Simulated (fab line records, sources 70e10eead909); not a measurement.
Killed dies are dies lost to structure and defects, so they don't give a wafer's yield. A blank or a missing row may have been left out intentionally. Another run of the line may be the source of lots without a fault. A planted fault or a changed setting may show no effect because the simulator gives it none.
Chamber matching | flow nand_harc | NHARC_A_STAIRCASE_TRIM_220 on rie_diel-08 has 4 sister chambers
The step chemistry O2, time 211.2 s. 18 wafers are shown with their chamber, then 9 later ones without.

## WAFERS PAIRED WITH THEIR CHAMBERS
wafer  | chamber | drypump_motor_current_A (A) | showerhead_plenum_p_Torr (Torr) | o2_flow_sccm (sccm)
L079.1 | 0       | 4.9                         | 3.77                            | 500.1
L079.4 | 1       | 5.7                         | 3.30                            | 499.6
L079.5 | 2       | 6.3                         | 3.53                            | 499.7
L080.1 | 1       | 5.7                         | 3.30                            | 497.4
L080.2 | 0       | 4.9                         | 3.77                            | 499.9
L080.4 | 3       | 5.9                         | 3.34                            | 497.7
L081.2 | 0       | 4.8                         | 3.77                            | 503.6
L081.3 | 3       | 5.9                         | 3.34                            | 499.1
L081.4 | 1       | 5.7                         | 3.29                            | 498.2
L084.2 | 1       | 5.7                         | 3.29                            | 501.2
L084.3 | 2       | 6.3                         | 3.51                            | 501.4
L084.6 | 2       | 6.3                         | 3.51                            | 500.6
L087.1 | 3       | 5.9                         | 3.33                            | 498.3
L087.5 | 3       | 5.9                         | 3.33                            | 498.5
L087.6 | 0       | 4.9                         | 3.76                            | 501.3
L088.2 | 2       | 6.3                         | 3.51                            | 499.8
L088.3 | 3       | 5.9                         | 3.33                            | 499.4
L088.6 | 2       | 6.3                         | 3.51                            | 500.0

SIGNATURES (means of the wafers above)
reading                  | chamber 0 | chamber 1 | chamber 2 | chamber 3 | scatter within a chamber
drypump_motor_current_A  | 4.875     | 5.700     | 6.300     | 5.900     | 0.0231
showerhead_plenum_p_Torr | 3.7675    | 3.2950    | 3.5140    | 3.3340    | 0.00663
o2_flow_sccm             | 501.225   | 499.100   | 500.300   | 498.600   | 1.22
Rule: a wafer's distance from a chamber is the root of the sum, over the readings, of the square of ((its reading less the chamber's mean) divided by the reading's scatter). The wafer belongs to the nearest chamber; if the next one is less than 2 further off, it can't be placed. The scatter is the square root of a quotient: the sum, over the shown wafers, of each reading's squared deviation from its chamber's mean, divided by wafers minus chambers.

## WAFERS WITH NO CHAMBER GIVEN
wafer  | drypump_motor_current_A (A) | showerhead_plenum_p_Torr (Torr) | o2_flow_sccm (sccm)
L089.1 | 6.3                         | 3.51                            | 500.8
L089.5 | 5.9                         | 3.32                            | 499.6
L089.6 | 4.9                         | 3.75                            | 496.3
L095.1 | 4.9                         | 3.74                            | 500.5
L095.3 | 5.9                         | 3.32                            | 498.7
L095.4 | 6.3                         | 3.50                            | 497.8
L097.1 | 5.9                         | 3.31                            | 500.7
L097.3 | 4.8                         | 3.74                            | 499.9
L097.4 | 6.3                         | 3.49                            | 501.9

## EACH ONE'S CHAMBER
wafer  | from the rows above | in truth
L089.1 | 2                   | 2
L089.5 | 3                   | 3
L089.6 | 0                   | 0
L095.1 | 0                   | 0
L095.3 | 3                   | 3
L095.4 | 2                   | 2
L097.1 | 3                   | 3
L097.3 | 0                   | 0
L097.4 | 2                   | 2
9 of 9 placed correctly. Left unplaced by these rows: 0. 0 placed wrongly.
